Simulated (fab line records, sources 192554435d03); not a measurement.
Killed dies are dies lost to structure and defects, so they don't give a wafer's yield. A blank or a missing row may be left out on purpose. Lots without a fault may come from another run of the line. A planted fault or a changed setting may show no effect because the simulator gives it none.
Chamber matching | flow n5_finfet | N5_SD_EPI_N_ETCH_34 on rie_diel-05: 4 sister chambers
The step etches SiARC in CF4, target depth 45.5 nm, time 75.8 s. 4 wafers are shown with their chamber, then 8 later ones without.

WAFERS WITH THEIR CHAMBER
wafer  | chamber | drypump_motor_current_A (A)
L087.2 | 1       | 5.5
L087.6 | 0       | 4.9
L088.6 | 2       | 5.9
L093.1 | 3       | 5.7

WAFERS WITHOUT THEIR CHAMBER
wafer  | drypump_motor_current_A (A)
L093.2 | 4.9
L093.3 | 5.5
L095.2 | 5.5
L095.4 | 4.9
L095.5 | 5.5
L097.4 | 5.9
L097.5 | 5.0
L097.6 | 5.6

WHICH CHAMBER EACH WENT THROUGH
wafer  | from the rows above     | in truth
L093.2 | 0                       | 0
L093.3 | 1                       | 1
L095.2 | 1                       | 1
L095.4 | 0                       | 0
L095.5 | 1                       | 1
L097.4 | 2                       | 2
L097.5 | 0                       | 0
L097.6 | can't be placed: 1 or 3 | 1
Placed correctly: 7 of 8. Can't be placed from these rows: 1 (the true chamber is among the candidates in 1). Placed wrongly: 0.
How it was worked out, from the rows above alone: a wafer's distance from a chamber is the root of the sum, over the readings, of the square of ((its reading less the chamber's mean) divided by the reading's scatter). The wafer belongs to the nearest chamber; if the next one is less than 2 further off, it can't be placed. A chamber's mean is the mean of its shown wafers. The scatter: with one shown wafer a chamber, the root of the mean of the squares of how far each hidden wafer lies from its nearest shown one.
